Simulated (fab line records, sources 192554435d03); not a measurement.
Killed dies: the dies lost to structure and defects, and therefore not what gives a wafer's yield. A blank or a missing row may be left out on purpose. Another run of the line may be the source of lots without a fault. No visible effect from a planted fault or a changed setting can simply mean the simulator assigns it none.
Which tool was responsible? | flow n5_finfet | 24 lots, 72 wafers sampled, at 6 steps of a route of 1938

## WHAT THE GAUGES READ, wafer by wafer
N5_BEOL_M1_INSPECT_59: inspects for defects (darkfield). Usual: raw_defect_count 67, standard deviation 24.
lot  | measured     | on                | raw_defect_count | flag
L075 | day 6 13:45  | defect_inspect-01 | 39 29 25         |
L074 | day 6 15:07  | defect_inspect-02 | 37 45 61         |
L076 | day 6 15:14  | defect_inspect-02 | 38 36 48         |
L077 | day 7 04:29  | defect_inspect-02 | 85 67 80         |
L078 | day 7 11:20  | defect_inspect-01 | 44 48 43         |
L079 | day 7 14:50  | defect_inspect-02 | 42 63 83         |
L080 | day 7 22:30  | defect_inspect-02 | 97 99 77         |
L081 | day 8 09:17  | defect_inspect-02 | 101 140 114      |
L082 | day 8 12:20  | defect_inspect-01 | 81 40 62         |
L083 | day 8 16:43  | defect_inspect-02 | 40 57 81         |
L084 | day 8 21:21  | defect_inspect-02 | 73 86 109        |
L085 | day 9 11:05  | defect_inspect-02 | 47 47 27         |
L086 | day 9 14:26  | defect_inspect-02 | 97 82 100        |
L087 | day 9 20:13  | defect_inspect-01 | 66 50 45         |
L088 | day 9 23:13  | defect_inspect-01 | 97 74 60         |
L089 | day 9 23:19  | defect_inspect-02 | 36 51 35         |
L091 | day 10 16:51 | defect_inspect-01 | 103 66 136       |
L090 | day 10 17:36 | defect_inspect-01 | 45 75 80         |
L092 | day 10 23:25 | defect_inspect-02 | 43 49 43         |
L093 | day 11 18:26 | defect_inspect-01 | 77 73 66         |
L095 | day 11 21:03 | defect_inspect-01 | 100 62 75        |
L094 | day 12 02:20 | defect_inspect-02 | 52 72 78         |
L096 | day 12 02:41 | defect_inspect-01 | 61 69 56         |
L097 | day 12 03:42 | defect_inspect-01 | 84 107 88        |

N5_BEOL_M2_CD_MEAS_18: pitch 36 nm, target cd 18 nm. Usual: cd_nm 18.1 nm, standard deviation 0.32.
lot  | measured     | on        | cd_nm (nm)     | flag
L075 | day 6 15:41  | cd_sem-02 | 18.0 18.4 18.4 |
L074 | day 6 16:46  | cd_sem-02 | 17.6 17.9 18.0 |
L076 | day 6 17:07  | cd_sem-03 | 17.8 17.7 17.7 |
L077 | day 7 06:09  | cd_sem-03 | 18.3 18.8 18.3 |
L078 | day 7 14:13  | cd_sem-02 | 17.7 18.4 17.9 |
L079 | day 7 16:28  | cd_sem-02 | 18.5 18.2 18.7 |
L080 | day 8 00:26  | cd_sem-01 | 18.4 18.3 18.9 |
L081 | day 8 12:31  | cd_sem-03 | 17.8 18.2 18.1 |
L082 | day 8 16:06  | cd_sem-02 | 18.0 17.8 17.9 |
L083 | day 8 20:04  | cd_sem-01 | 18.3 18.1 18.3 |
L084 | day 9 00:49  | cd_sem-01 | 18.0 18.2 18.3 |
L085 | day 9 12:34  | cd_sem-02 | 18.0 18.0 17.5 |
L086 | day 9 16:34  | cd_sem-02 | 17.8 17.8 17.8 |
L087 | day 9 21:35  | cd_sem-01 | 17.9 18.2 18.1 |
L088 | day 10 02:02 | cd_sem-01 | 17.9 18.3 17.8 |
L089 | day 10 02:00 | cd_sem-02 | 17.5 17.7 18.2 |
L091 | day 10 19:57 | cd_sem-01 | 17.3 17.6 18.4 |
L090 | day 10 22:28 | cd_sem-01 | 18.4 18.0 18.3 |
L092 | day 11 01:40 | cd_sem-01 | 18.0 17.5 18.1 |
L093 | day 11 20:59 | cd_sem-01 | 18.2 18.8 18.4 |
L095 | day 11 23:28 | cd_sem-03 | 18.0 18.9 18.5 |
L094 | day 12 04:26 | cd_sem-03 | 18.4 18.1 18.2 |
L096 | day 12 04:40 | cd_sem-02 | 17.7 18.3 18.2 |
L097 | day 12 06:19 | cd_sem-02 | 18.1 18.3 18.2 |

## EACH LOT AND THE TOOL THAT RAN IT (in order: tool; ch and the chambers of the sampled wafers; start)
lot  | N5_BEOL_M1_SPUTTER_88        | N5_BEOL_M2_ETCH_74                 | N5_BEOL_M2_ETCH_64                 | N5_BEOL_M2_STRIP_19
L075 | pvd_sputter-02, day 6 11:48  | rie_diel-04 ch 0,3, day 6 15:17    | rie_diel-04 ch 0,3, day 6 15:20    | rie_diel-06 ch 0,2, day 6 15:37
L074 | pvd_sputter-01, day 6 13:10  | rie_diel-02 ch 0,2,3, day 6 16:22  | rie_diel-02 ch 0,2,3, day 6 16:25  | rie_diel-04 ch 1,3, day 6 16:42
L076 | pvd_sputter-03, day 6 13:17  | rie_diel-02 ch 1,2,3, day 6 16:43  | rie_diel-02 ch 1,2,3, day 6 16:46  | rie_diel-02 ch 0,2, day 6 17:03
L077 | pvd_sputter-03, day 7 02:32  | rie_diel-04 ch 0,1,3, day 7 05:45  | rie_diel-04 ch 0,1,3, day 7 05:47  | rie_diel-02 ch 1,3, day 7 06:05
L078 | pvd_sputter-03, day 7 09:16  | rie_diel-04 ch 0,2, day 7 13:48    | rie_diel-04 ch 0,2, day 7 13:50    | rie_diel-06 ch 1,2,3, day 7 14:09
L079 | pvd_sputter-01, day 7 12:52  | rie_diel-04 ch 0,1,2, day 7 16:04  | rie_diel-04 ch 0,1,2, day 7 16:06  | rie_diel-02 ch 0,3, day 7 16:23
L080 | pvd_sputter-03, day 7 20:32  | rie_diel-02 ch 1,2, day 8 00:02    | rie_diel-02 ch 1,2, day 8 00:05    | rie_diel-02 ch 1,2,3, day 8 00:22
L081 | pvd_sputter-02, day 8 07:15  | rie_diel-04 ch 2,3, day 8 12:06    | rie_diel-04 ch 2,3, day 8 12:09    | rie_diel-02 ch 0,2,3, day 8 12:26
L082 | pvd_sputter-03, day 8 10:17  | rie_diel-04 ch 0,1,2, day 8 15:42  | rie_diel-04 ch 0,1,2, day 8 15:45  | rie_diel-04 ch 0,2,3, day 8 16:02
L083 | pvd_sputter-02, day 8 14:46  | rie_diel-02 ch 0,2,3, day 8 19:41  | rie_diel-02 ch 0,2,3, day 8 19:43  | rie_diel-02 ch 0,2,3, day 8 20:00
L084 | pvd_sputter-01, day 8 19:24  | rie_diel-02 ch 0,1,2, day 9 00:18  | rie_diel-02 ch 0,1,2, day 9 00:20  | rie_diel-06 ch 0,1,3, day 9 00:44
L085 | pvd_sputter-02, day 9 09:07  | rie_diel-06 ch 0,1,2, day 9 12:09  | rie_diel-06 ch 0,1,2, day 9 12:12  | rie_diel-02 ch 0,2,3, day 9 12:29
L086 | pvd_sputter-03, day 9 12:29  | rie_diel-04 ch 0,3, day 9 16:10    | rie_diel-04 ch 0,3, day 9 16:12    | rie_diel-06 ch 0,1,2, day 9 16:29
L087 | pvd_sputter-01, day 9 18:16  | rie_diel-06 ch 1,2,3, day 9 21:11  | rie_diel-06 ch 1,2,3, day 9 21:13  | rie_diel-06 ch 0,2,3, day 9 21:31
L088 | pvd_sputter-03, day 9 21:14  | rie_diel-06 ch 1,2,3, day 10 01:31 | rie_diel-06 ch 1,2,3, day 10 01:33 | rie_diel-06 ch 0,2,3, day 10 01:58
L089 | pvd_sputter-01, day 9 21:22  | rie_diel-04 ch 0,1, day 10 01:35   | rie_diel-04 ch 0,1, day 10 01:38   | rie_diel-06 ch 1,2,3, day 10 01:55
L091 | pvd_sputter-03, day 10 14:54 | rie_diel-06 ch 0,1, day 10 19:22   | rie_diel-06 ch 0,1, day 10 19:25   | rie_diel-06 ch 0,1,3, day 10 19:53
L090 | pvd_sputter-02, day 10 15:03 | rie_diel-06 ch 0,2,3, day 10 22:02 | rie_diel-06 ch 0,2,3, day 10 22:05 | rie_diel-04 ch 0,3, day 10 22:24
L092 | pvd_sputter-01, day 10 21:28 | rie_diel-06 ch 0,2, day 11 01:04   | rie_diel-06 ch 0,2, day 11 01:06   | rie_diel-06 ch 0,1,2, day 11 01:35
L093 | pvd_sputter-03, day 11 16:09 | rie_diel-06 ch 0,3, day 11 20:35   | rie_diel-06 ch 0,3, day 11 20:38   | rie_diel-06 ch 0,3, day 11 20:55
L095 | pvd_sputter-03, day 11 18:59 | rie_diel-06 ch 0,1,3, day 11 23:04 | rie_diel-06 ch 0,1,3, day 11 23:07 | rie_diel-06 ch 0,1,2, day 11 23:23
L094 | pvd_sputter-03, day 11 22:04 | rie_diel-04 ch 0,1,3, day 12 04:02 | rie_diel-04 ch 0,1,3, day 12 04:04 | rie_diel-02 ch 1,2, day 12 04:22
L096 | pvd_sputter-02, day 11 23:26 | rie_diel-04 ch 0,1,2, day 12 04:16 | rie_diel-04 ch 0,1,2, day 12 04:18 | rie_diel-06 ch 0,1,3, day 12 04:35
L097 | pvd_sputter-02, day 12 01:45 | rie_diel-04 ch 0,1,2, day 12 05:38 | rie_diel-04 ch 0,1,2, day 12 05:41 | rie_diel-02 ch 1,2,3, day 12 06:14
- N5_BEOL_M1_SPUTTER_88: material Cu, target thk 4.5 nm, time 8.29 s.
- N5_BEOL_M2_ETCH_74: etches underlayer in N2/H2, target depth 6.5 nm, time 5.2 s.
- N5_BEOL_M2_ETCH_64: etches SOC in N2/H2, target depth 75 nm, overetch 22.5 nm, time 121.9 s.
- N5_BEOL_M2_STRIP_19: strips in O2.

## WHAT THE TOOLS THEMSELVES READ (means of the sampled wafers that have a number; where no wafer has one, the mark that the record gives instead)
N5_BEOL_M1_SPUTTER_88. Usual: chamber_pressure_pa 0.07 Pa, standard deviation 0.00013; throttle_valve_pct 30.1 %, standard deviation 0.38.
lot  | tool           | chamber_pressure_pa (Pa) | throttle_valve_pct (%) | flag
L075 | pvd_sputter-02 | 0.07                     | 30.0                   |
L074 | pvd_sputter-01 | 0.07                     | 30.2                   |
L076 | pvd_sputter-03 | 0.07                     | 30.0                   |
L077 | pvd_sputter-03 | 0.07                     | 29.8                   |
L078 | pvd_sputter-03 | 0.07                     | 29.9                   |
L079 | pvd_sputter-01 | 0.07                     | 30.3                   |
L080 | pvd_sputter-03 | 0.07                     | 29.9                   |
L081 | pvd_sputter-02 | 0.07                     | 30.2                   |
L082 | pvd_sputter-03 | 0.07                     | 30.2                   |
L083 | pvd_sputter-02 | 0.07                     | 30.2                   |
L084 | pvd_sputter-01 | 0.07                     | 29.9                   |
L085 | pvd_sputter-02 | 0.07                     | 30.0                   |
L086 | pvd_sputter-03 | 0.07                     | 30.0                   |
L087 | pvd_sputter-01 | 0.07                     | 29.9                   |
L088 | pvd_sputter-03 | 0.07                     | 29.9                   |
L089 | pvd_sputter-01 | 0.07                     | 30.2                   |
L091 | pvd_sputter-03 | 0.07                     | 30.1                   |
L090 | pvd_sputter-02 | 0.07                     | 30.2                   |
L092 | pvd_sputter-01 | 0.07                     | 29.8                   |
L093 | pvd_sputter-03 | 0.07                     | 30.1                   |
L095 | pvd_sputter-03 | 0.07                     | 30.1                   |
L094 | pvd_sputter-03 | 0.07                     | 30.1                   |
L096 | pvd_sputter-02 | 0.07                     | 30.3                   |
L097 | pvd_sputter-02 | 0.07                     | 30.3                   |

N5_BEOL_M2_ETCH_74. Usual: drypump_motor_current_A 5.6 A, standard deviation 0.49; etch_rf_on_time_s 5.16 s, standard deviation 0.096; oes_product_au 0.70 a.u., standard deviation 0.074; rf_vpp_V 524.1 V, standard deviation 2.1; showerhead_plenum_p_Torr 2.55 Torr, standard deviation 0.062; throttle_valve_pct 17.79 %, standard deviation 0.24.
lot  | tool        | drypump_motor_current_A (A) | etch_rf_on_time_s (s) | oes_product_au (a.u.) | rf_vpp_V (V) | showerhead_plenum_p_Torr (Torr) | throttle_valve_pct (%) | flag
L075 | rie_diel-04 | 6.0                         | 5.16                  | 0.71                  | 525.7        | 2.58                            | 17.47                  |
L074 | rie_diel-02 | 5.3                         | 5.20                  | 0.68                  | 524.6        | 2.56                            | 17.92                  |
L076 | rie_diel-02 | 5.8                         | 5.16                  | 0.77                  | 525.3        | 2.59                            | 17.78                  |
L077 | rie_diel-04 | 5.7                         | 5.11                  | 0.68                  | 525.5        | 2.56                            | 17.74                  |
L078 | rie_diel-04 | 5.5                         | 5.00                  | 0.77                  | 525.0        | 2.58                            | 17.45                  |
L079 | rie_diel-04 | 5.7                         | 5.13                  | 0.70                  | 524.5        | 2.56                            | 17.63                  |
L080 | rie_diel-02 | 6.1                         | 5.17                  | 0.75                  | 522.7        | 2.52                            | 17.82                  |
L081 | rie_diel-04 | 5.3                         | 5.03                  | 0.74                  | 523.9        | 2.57                            | 17.67                  |
L082 | rie_diel-04 | 5.6                         | 5.11                  | 0.70                  | 524.2        | 2.56                            | 17.65                  |
L083 | rie_diel-02 | 5.3                         | 5.19                  | 0.75                  | 527.4        | 2.66                            | 17.80                  |
L084 | rie_diel-02 | 5.5                         | 5.14                  | 0.75                  | 525.8        | 2.59                            | 17.81                  |
L085 | rie_diel-06 | 5.7                         | 5.22                  | 0.69                  | 522.1        | 2.53                            | 17.82                  |
L086 | rie_diel-04 | 6.0                         | 5.14                  | 0.69                  | 523.9        | 2.57                            | 17.52                  |
L087 | rie_diel-06 | 5.5                         | 5.33                  | 0.68                  | 524.0        | 2.53                            | 17.91                  |
L088 | rie_diel-06 | 5.5                         | 5.24                  | 0.69                  | 523.1        | 2.53                            | 17.91                  |
L089 | rie_diel-04 | 5.8                         | 5.17                  | 0.64                  | 523.3        | 2.54                            | 17.83                  |
L091 | rie_diel-06 | 5.5                         | 5.22                  | 0.69                  | 524.3        | 2.56                            | 17.84                  |
L090 | rie_diel-06 | 5.6                         | 5.24                  | 0.63                  | 522.0        | 2.50                            | 17.96                  |
L092 | rie_diel-06 | 6.0                         | 5.20                  | 0.66                  | 523.6        | 2.48                            | 17.86                  |
L093 | rie_diel-06 | 5.3                         | 5.12                  | 0.79                  | 522.0        | 2.51                            | 17.80                  |
L095 | rie_diel-06 | 5.4                         | 5.15                  | 0.73                  | 523.0        | 2.54                            | 17.83                  |
L094 | rie_diel-04 | 5.7                         | 5.16                  | 0.64                  | 523.5        | 2.54                            | 17.82                  |
L096 | rie_diel-04 | 5.6                         | 5.10                  | 0.67                  | 524.3        | 2.55                            | 17.69                  |
L097 | rie_diel-04 | 5.6                         | 5.10                  | 0.67                  | 523.4        | 2.55                            | 17.69                  |

N5_BEOL_M2_ETCH_64. Usual: drypump_motor_current_A 5.6 A, standard deviation 0.49; oes_product_au 0.62 a.u., standard deviation 0.064; rf_vpp_V 524.1 V, standard deviation 1.9; showerhead_plenum_p_Torr 2.55 Torr, standard deviation 0.062; throttle_valve_pct 17.74 %, standard deviation 0.25.
lot  | tool        | drypump_motor_current_A (A) | oes_product_au (a.u.) | rf_vpp_V (V) | showerhead_plenum_p_Torr (Torr) | throttle_valve_pct (%) | flag
L075 | rie_diel-04 | 6.0                         | 0.64                  | 525.2        | 2.58                            | 17.44                  |
L074 | rie_diel-02 | 5.3                         | 0.61                  | 524.7        | 2.56                            | 17.87                  |
L076 | rie_diel-02 | 5.9                         | 0.68                  | 524.5        | 2.59                            | 17.74                  |
L077 | rie_diel-04 | 5.8                         | 0.60                  | 524.4        | 2.56                            | 17.70                  |
L078 | rie_diel-04 | 5.6                         | 0.67                  | 524.6        | 2.58                            | 17.41                  |
L079 | rie_diel-04 | 5.7                         | 0.63                  | 524.5        | 2.56                            | 17.58                  |
L080 | rie_diel-02 | 6.1                         | 0.67                  | 523.5        | 2.52                            | 17.77                  |
L081 | rie_diel-04 | 5.3                         | 0.65                  | 525.0        | 2.57                            | 17.61                  |
L082 | rie_diel-04 | 5.6                         | 0.62                  | 524.4        | 2.56                            | 17.60                  |
L083 | rie_diel-02 | 5.3                         | 0.66                  | 526.3        | 2.66                            | 17.76                  |
L084 | rie_diel-02 | 5.6                         | 0.67                  | 525.6        | 2.59                            | 17.78                  |
L085 | rie_diel-06 | 5.7                         | 0.61                  | 523.9        | 2.53                            | 17.78                  |
L086 | rie_diel-04 | 6.0                         | 0.61                  | 525.0        | 2.57                            | 17.48                  |
L087 | rie_diel-06 | 5.5                         | 0.62                  | 523.2        | 2.53                            | 17.86                  |
L088 | rie_diel-06 | 5.5                         | 0.62                  | 523.3        | 2.53                            | 17.87                  |
L089 | rie_diel-04 | 5.8                         | 0.57                  | 523.7        | 2.54                            | 17.79                  |
L091 | rie_diel-06 | 5.5                         | 0.62                  | 524.1        | 2.56                            | 17.79                  |
L090 | rie_diel-06 | 5.6                         | 0.56                  | 521.7        | 2.50                            | 17.93                  |
L092 | rie_diel-06 | 6.0                         | 0.59                  | 522.3        | 2.48                            | 17.81                  |
L093 | rie_diel-06 | 5.3                         | 0.69                  | 522.4        | 2.51                            | 17.76                  |
L095 | rie_diel-06 | 5.4                         | 0.65                  | 522.9        | 2.54                            | 17.78                  |
L094 | rie_diel-04 | 5.8                         | 0.57                  | 523.5        | 2.54                            | 17.76                  |
L096 | rie_diel-04 | 5.7                         | 0.59                  | 523.4        | 2.55                            | 17.65                  |
L097 | rie_diel-04 | 5.7                         | 0.59                  | 523.5        | 2.55                            | 17.64                  |

N5_BEOL_M2_STRIP_19. Usual: drypump_motor_current_A 5.6 A, standard deviation 0.55; o2_flow_sccm 225.0 sccm, standard deviation 0.6; oes_product_au 0.82 a.u., standard deviation 0.09; rf_vpp_V 3.7 V, standard deviation 0.49; showerhead_plenum_p_Torr 2.10 Torr, standard deviation 0.064; throttle_valve_pct 16.61 %, standard deviation 0.18.
lot  | tool        | drypump_motor_current_A (A) | o2_flow_sccm (sccm) | oes_product_au (a.u.) | rf_vpp_V (V) | showerhead_plenum_p_Torr (Torr) | throttle_valve_pct (%) | flag
L075 | rie_diel-06 | 6.0                         | 225.2               | 0.84                  | 3.5          | 2.06                            | 16.56                  |
L074 | rie_diel-04 | 5.5                         | 225.4               | 0.78                  | 3.7          | 2.11                            | 16.68                  |
L076 | rie_diel-02 | 4.9                         | 224.9               | 0.76                  | 3.5          | 2.07                            | 16.82                  |
L077 | rie_diel-02 | 6.2                         | 225.4               | 0.92                  | 3.3          | 2.17                            | 16.40                  |
L078 | rie_diel-06 | 5.5                         | 225.2               | 0.83                  | 3.8          | 2.09                            | 16.68                  |
L079 | rie_diel-02 | 5.3                         | 224.7               | 0.74                  | 3.8          | 2.05                            | 16.75                  |
L080 | rie_diel-02 | 5.8                         | 225.4               | 0.87                  | 3.7          | 2.13                            | 16.56                  |
L081 | rie_diel-02 | 5.3                         | 224.8               | 0.88                  | 3.6          | 2.19                            | 16.57                  |
L082 | rie_diel-04 | 5.6                         | 225.3               | 0.84                  | 3.4          | 2.12                            | 16.39                  |
L083 | rie_diel-02 | 5.3                         | 224.9               | 0.87                  | 3.8          | 2.19                            | 16.56                  |
L084 | rie_diel-06 | 5.4                         | 224.7               | 0.78                  | 3.8          | 2.09                            | 16.71                  |
L085 | rie_diel-02 | 5.3                         | 224.5               | 0.86                  | 3.6          | 2.18                            | 16.58                  |
L086 | rie_diel-06 | 5.7                         | 225.3               | 0.82                  | 3.7          | 2.08                            | 16.63                  |
L087 | rie_diel-06 | 5.6                         | 225.2               | 0.75                  | 3.6          | 2.06                            | 16.71                  |
L088 | rie_diel-06 | 5.6                         | 225.4               | 0.75                  | 3.4          | 2.06                            | 16.72                  |
L089 | rie_diel-06 | 5.5                         | 224.9               | 0.81                  | 3.6          | 2.08                            | 16.71                  |
L091 | rie_diel-06 | 5.4                         | 225.0               | 0.75                  | 3.4          | 2.09                            | 16.74                  |
L090 | rie_diel-04 | 6.0                         | 224.7               | 0.80                  | 3.6          | 2.11                            | 16.38                  |
L092 | rie_diel-06 | 5.7                         | 225.3               | 0.80                  | 3.6          | 2.08                            | 16.64                  |
L093 | rie_diel-06 | 5.3                         | 224.6               | 0.91                  | 4.2          | 2.06                            | 16.52                  |
L095 | rie_diel-06 | 5.7                         | 225.4               | 0.79                  | 3.2          | 2.08                            | 16.66                  |
L094 | rie_diel-02 | 5.5                         | 224.4               | 0.82                  | 3.9          | 2.08                            | 16.73                  |
L096 | rie_diel-06 | 5.4                         | 225.2               | 0.85                  | 4.2          | 2.08                            | 16.61                  |
L097 | rie_diel-02 | 5.8                         | 225.0               | 0.83                  | 3.9          | 2.12                            | 16.61                  |

## THE ANSWER, worked out from the rows above alone
Rule: a lot is off if the mean of its wafers that have a number lies more than 3 standard deviations from the usual mean. Also off: a lot with no number at a reading for which 4 or more lots have one. All remaining lots with rows at the step are treated as sound. The gauges are gone through in route order, then the tools' own readings, and for those a lot's mean is taken as printed above. At the first step where some lot is off, the reading lying furthest off is the one used; lots without a number count as furthest.
None of the lots is off at any reading shown; this tells nothing.

## WHAT THE SIMULATOR HAD PUT IN
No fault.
